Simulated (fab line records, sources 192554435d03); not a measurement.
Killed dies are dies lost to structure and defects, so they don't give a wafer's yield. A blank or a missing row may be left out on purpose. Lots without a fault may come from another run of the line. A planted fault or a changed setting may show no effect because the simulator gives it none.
Chamber matching | flow n5_finfet | N5_GATE_CUT_ETCH_37 on rie_diel-04: 4 sister chambers
The step etches SOC in N2/H2, target depth 60 nm, overetch 12 nm, time 90 s. 30 wafers are shown with their chamber, then 12 later ones without.

WAFERS WITH THEIR CHAMBER
wafer  | chamber | throttle_valve_pct (%) | showerhead_plenum_p_Torr (Torr) | drypump_motor_current_A (A)
L074.4 | 3       | 18.07                  | 2.62                            | 5.9
L074.5 | 0       | 17.99                  | 2.64                            | 5.6
L074.6 | 1       | 17.89                  | 2.62                            | 6.3
L076.2 | 1       | 17.92                  | 2.61                            | 6.3
L076.3 | 3       | 18.06                  | 2.62                            | 5.9
L076.5 | 0       | 17.98                  | 2.63                            | 5.6
L078.2 | 0       | 18.01                  | 2.63                            | 5.7
L078.5 | 2       | 17.29                  | 2.50                            | 6.2
L078.6 | 3       | 18.09                  | 2.62                            | 5.9
L079.3 | 0       | 18.00                  | 2.63                            | 5.6
L079.4 | 1       | 17.92                  | 2.61                            | 6.3
L079.5 | 0       | 17.99                  | 2.63                            | 5.7
L080.2 | 3       | 18.08                  | 2.62                            | 5.9
L080.5 | 3       | 18.08                  | 2.62                            | 5.9
L080.6 | 2       | 17.28                  | 2.50                            | 6.2
L081.2 | 1       | 17.93                  | 2.61                            | 6.3
L081.4 | 0       | 18.01                  | 2.63                            | 5.7
L081.5 | 2       | 17.30                  | 2.50                            | 6.2
L083.1 | 2       | 17.29                  | 2.50                            | 6.2
L083.3 | 0       | 18.01                  | 2.63                            | 5.6
L083.4 | 1       | 17.92                  | 2.61                            | 6.3
L084.2 | 1       | 17.93                  | 2.61                            | 6.3
L084.4 | 3       | 18.09                  | 2.62                            | 5.9
L084.6 | 1       | 17.95                  | 2.61                            | 6.3
L085.1 | 0       | 18.03                  | 2.63                            | 5.7
L085.2 | 2       | 17.30                  | 2.50                            | 6.2
L085.6 | 1       | 17.94                  | 2.61                            | 6.3
L088.2 | 1       | 17.95                  | 2.61                            | 6.3
L088.4 | 3       | 18.10                  | 2.61                            | 5.9
L088.5 | 0       | 18.02                  | 2.63                            | 5.6

SIGNATURES (means of the wafers above)
reading                  | chamber 0 | chamber 1 | chamber 2 | chamber 3 | scatter within a chamber
throttle_valve_pct       | 18.0044   | 17.9278   | 17.2920   | 18.0814   | 0.0154
showerhead_plenum_p_Torr | 2.6311    | 2.6111    | 2.5000    | 2.6186    | 0.00318
drypump_motor_current_A  | 5.644     | 6.300     | 6.200     | 5.900     | 0.0292
Rule: a wafer's distance from a chamber is the root of the sum, over the readings, of the square of ((its reading less the chamber's mean) divided by the reading's scatter). The wafer belongs to the nearest chamber; if the next one is less than 2 further off, it can't be placed. The scatter: the root of (the sum of the squares of (reading less its chamber's mean) over the shown wafers, divided by (wafers less chambers)).

WAFERS WITHOUT THEIR CHAMBER
wafer  | throttle_valve_pct (%) | showerhead_plenum_p_Torr (Torr) | drypump_motor_current_A (A)
L089.2 | 18.04                  | 2.63                            | 5.7
L089.3 | 17.33                  | 2.50                            | 6.2
L089.5 | 17.95                  | 2.61                            | 6.3
L091.1 | 18.05                  | 2.62                            | 5.6
L091.2 | 17.33                  | 2.49                            | 6.2
L091.3 | 17.96                  | 2.60                            | 6.3
L093.2 | 18.04                  | 2.62                            | 5.7
L093.3 | 17.32                  | 2.49                            | 6.2
L093.4 | 17.33                  | 2.49                            | 6.2
L095.2 | 17.69                  | 2.61                            | 5.9
L095.3 | 17.97                  | 2.60                            | 6.3
L095.4 | 17.35                  | 2.49                            | 6.2

WHICH CHAMBER EACH WENT THROUGH
wafer  | from the rows above | in truth
L089.2 | 0                   | 0
L089.3 | 2                   | 2
L089.5 | 1                   | 1
L091.1 | 0                   | 0
L091.2 | 2                   | 2
L091.3 | 1                   | 1
L093.2 | 0                   | 0
L093.3 | 2                   | 2
L093.4 | 2                   | 2
L095.2 | 1                   | 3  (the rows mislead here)
L095.3 | 1                   | 1
L095.4 | 2                   | 2
Placed correctly: 11 of 12. Can't be placed from these rows: 0. Placed wrongly: 1.
